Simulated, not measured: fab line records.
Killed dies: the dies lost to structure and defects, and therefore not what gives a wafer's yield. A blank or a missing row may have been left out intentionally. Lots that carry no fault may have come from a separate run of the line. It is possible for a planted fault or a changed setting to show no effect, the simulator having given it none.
One fault seen from 3 desks | flow nand_harc | each desk holds nothing but its own numbers, with what lay behind them at the end

THE METROLOGY DESK
What the gauges read for every lot (on any tool): the sampled wafers with a number, averaged. If a lot's mean is further than 4 standard deviations from the usual mean, the lot is out of limits and carries the mark OUT (the distance appears in the brackets).
Columns: A = thk_nm at NHARC_A_ONON_D1_THK_MEAS_34, usual 199.4 nm
lot  | first seen here | A
L490 | day 8 01:21     | 201.9
L493 | day 8 21:27     | 198.9
L492 | day 8 21:28     | 201.3
L499 | day 10 11:47    | 292.9 (+35) OUT
L504 | day 11 10:36    | 197.4
L502 | day 11 10:46    | 287.1 (+32) OUT
L505 | day 11 18:01    | 199.9
L506 | day 11 18:02    | 198.7
L510 | day 13 05:56    | 198.4
L512 | day 13 06:23    | 197.4
L511 | day 13 06:40    | 198.9
L513 | day 14 05:21    | 201.2
This desk's finding: out of limits on L499, L502; first on L499, day 10 11:47 (thk_nm at NHARC_A_ONON_D1_THK_MEAS_34). In limits: L490, L493, L492, L504, L505, L506, L510, L512, L511, L513.

THE DEFECT DESK
Inspection counts along the route, by lot: the mean over sampled wafers that carry a number. If a lot's mean is further than 4 standard deviations from the usual mean, the lot is out of limits and carries the mark OUT (the distance appears in the brackets).
Columns: A = raw_defect_count at NHARC_A_SOURCE_PLATE_INSPECT_08, usual 60
lot  | first seen here | A
L490 | day 7 12:39     | 111
L492 | day 8 08:43     | 47
L493 | day 8 08:43     | 70
L499 | day 9 22:22     | 55
L504 | day 10 16:52    | 72
L502 | day 10 22:10    | 80
L505 | day 11 04:47    | 40
L506 | day 11 04:47    | 43
L510 | day 12 17:12    | 52
L511 | day 12 17:12    | 40
L512 | day 12 17:12    | 57
L513 | day 13 16:29    | 38
This desk's finding: nothing out of limits on any of the 12 lots.

DESK OF THE TOOL OWNER: pecvd-01
The tool's own readings at NHARC_A_ONON_D1_DEP_33 (deposits SiO2, target thk 200 nm): means of the sampled wafers that have a number, for each lot that ran on this tool. If a lot's mean is further than 4 standard deviations from the usual mean, the lot is out of limits and carries the mark OUT (the distance appears in the brackets).
Columns: A = heater_power_w at NHARC_A_ONON_D1_DEP_33, usual 515 W; B = mfc_precursor_sccm at NHARC_A_ONON_D1_DEP_33, usual 161.4 sccm; C = throttle_valve_pct at NHARC_A_ONON_D1_DEP_33, usual 15.8 %
lot  | first seen here | A   | B                       | C
L490 | day 8 01:04     | 514 | 161.7                   | 16.3
L493 | day 8 21:05     | 549 | 161.3                   | 16.2
L499 | day 10 11:30    | 572 | 235.0 (+99 or more) OUT | 17.2
L502 | day 11 10:24    | 513 | 235.3 (+99 or more) OUT | 16.7
This desk's finding: out of limits on L499, L502; first on L499, day 10 11:30 (mfc_precursor_sccm at NHARC_A_ONON_D1_DEP_33). In limits: L490, L493.

TAKEN TOGETHER
At day 10 11:30, on L499, L502, the tool owner's desk was in a position to raise an alarm.
Metrology desk: alarm possible at day 10 11:47 on L499, L502.
Nothing out of limits was seen by the defect desk.
The defect desk has L499, L502 on record, within its limits.
On pecvd-01, each named lot ran NHARC_A_ONON_D1_DEP_33.

WHAT WAS PUT IN BY THE SIMULATOR
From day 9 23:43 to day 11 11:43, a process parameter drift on pecvd-01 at NHARC_A_ONON_D1_DEP_33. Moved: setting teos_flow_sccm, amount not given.
Struck lots among those shown: L499, L502.
Fault start to first reading out of limits, in hours, per desk: tool owner, 12; metrology, 12.
